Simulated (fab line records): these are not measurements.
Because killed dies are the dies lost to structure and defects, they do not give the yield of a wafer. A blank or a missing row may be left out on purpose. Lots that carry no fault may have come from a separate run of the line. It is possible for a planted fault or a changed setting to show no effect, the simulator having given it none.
Comparing a struck lot with a sound one ; flow n5_finfet ; 16 steps out of a route of 1938
Sound: these wafers, L373.1, L373.3, L373.5. Struck: wafers L383.1, L383.5. (L383.3 of the same lot was not struck and is left out.) The cause comes at the end.
Per side, at each step with rows, come the tool, then ch with its chambers, and then its first start. Under that, the readings that differ: sound wafers ; struck wafers ; difference of the means ; sigmas: that difference in standard deviations of wafers without a fault.
alike: readings with means less than 2 such deviations apart, plus words and numbers identical on both sides. not compared: withheld readings, readings lacking a value on some wafer, bounds such as >300 that could conceal the same value, and numbers that have no deviation in the record and whose values overlap.
The two part at a step that has a row with sigmas, a row that says differs or no value, or rows on one side only. Numbers that have no deviation but don't overlap get no sigmas and don't part them. A reading missing from all wafers of one side parts the sides only when that side holds two or more wafers.

N5_HKMG_FIN_STRIP_60: strips in N2/H2, time 360 s.
  sound on plasma_asher-02 ch 0,1, day 5 10:59; struck on plasma_asher-02 ch 0,1, day 7 17:26
  alike: drypump_motor_current_A, heater_power_w, temp_c
  not compared: rf_hours_counter_h
then, 2 steps without rows for these wafers: N5_HKMG_FIN_WET_ETCH_77 (etches La2O3 in dHCl, stops on HfO2, target depth 2 nm); N5_HKMG_FIN_WET_ETCH_78 (etches Al2O3 in dNH4OH, stops on La2O3, target depth 4.5 nm, rinse time 30 s).
N5_HKMG_FIN_ALD_79: deposits TiN, target thk 1.5 nm, pulse time 1 s, purge time 3 s.
  sound on ald_metal-04 ch 0,1,2, day 5 11:28; struck on ald_metal-02 ch 0,3, day 7 17:55
  alike: heater_power_outer_w, heater_power_w, precursor_pulse_height_rel
  not compared: ald_cycles
N5_HKMG_FIN_CVD_62: deposits a-Si from Si2H6, target thk 3 nm, time 20.8 s.
  sound on thermal_cvd_si-01 ch 1,2, day 5 11:50; struck on thermal_cvd_si-01 ch 1,2, day 7 18:17
  alike: heater_power_outer_w, heater_power_w
then, 5 steps without rows for these wafers: N5_HKMG_FIN_RTA_80 (time 2 s); N5_HKMG_FIN_PRECLEAN_64 (cleans in dHF, time 30 s); N5_HKMG_FIN_WET_ETCH_65 (etches a-Si in TMAH, stops on TiN, time 49 s, target depth 3 nm); N5_HKMG_FIN_WET_ETCH_81 (etches TiN in SC1, stops on HfO2, time 57 s, target depth 6 nm); N5_HKMG_FIN_WET_ETCH_82 (etches La2O3 in dHCl, stops on HfO2, target depth 2 nm, rinse time 30 s).
N5_HKMG_FIN_ALD_36: deposits TiN, target thk 1 nm, pulse time 1 s, purge time 3 s.
  sound on ald_metal-02 ch 1,3, day 5 12:17; struck on ald_metal-03 ch 0,2, day 7 18:41
  alike: heater_power_outer_w, heater_power_w, precursor_pulse_height_rel
  not compared: ald_cycles
N5_HKMG_FIN_THK_MEAS_70: measures by xrf.
  sound on film_metro-02 at day 5 12:34; struck on film_metro-01 at day 7 18:58
  alike: HK_THK
N5_HKMG_FIN_PWFM_ALD_03: deposits TiN, target thk 2 nm, pulse time 1 s, purge time 3 s.
  sound on ald_metal-04 ch 0,1,2, day 5 12:35; struck on ald_metal-02 ch 1,3, day 7 18:59
reading;sound;struck;difference;sigmas
ald_cycles;91 91 91;99 99;+8;
heater_power_outer_w (W);566 529 601;492 431;-104;-2
  alike: heater_power_w, precursor_pulse_height_rel
then, 1 step without rows for these wafers: N5_HKMG_FIN_COAT_29 (time 60 s, resist thk 300 nm).
-- the record jumps here: 4 days lie between the struck wafers' starts before and after (it left off in module HKMG_FIN and takes up again in module BEOL_M4, whose first step shown is number 1111 of the route) --
N5_BEOL_M4_RC_MEAS_101:
  sound on prober-01 ch 0, day 9 03:13; struck on prober-01 ch 0, day 12 00:22
  alike: DIBL_N, DIBL_P, IOFF_N, IOFF_P, ION_N, ION_P, SS_N, SS_P, VT_N, VT_P
-- the record jumps here: 5 days lie between the struck wafers' starts before and after (it left off in module BEOL_M4 and takes up again in module PASSIVATION, whose first step shown is number 1936 of the route) --
N5_PASSIVATION_PROBE_49:
  sound on prober-01 at day 13 21:14; struck on prober-01 at day 16 13:18
reading;sound;struck;difference;sigmas
killed_at_other;20 13 8;5 5;-9;-3
  alike: defect_limited_yield, killed_at_M0_to_M3, killed_at_M4_up, killed_at_contacts, killed_at_front_end, killed_dies, killed_open, killed_short, sort_bin_5_function, sort_bin_6_memory, sort_n_pass, sort_yield_pct

## WHERE THEY PART
First at N5_HKMG_FIN_PWFM_ALD_03; last, within this record, at N5_PASSIVATION_PROBE_49.

WHY: the cause the simulator had injected
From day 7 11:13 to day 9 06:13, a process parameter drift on ald_metal-02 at N5_HKMG_FIN_PWFM_ALD_03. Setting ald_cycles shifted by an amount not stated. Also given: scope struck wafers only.
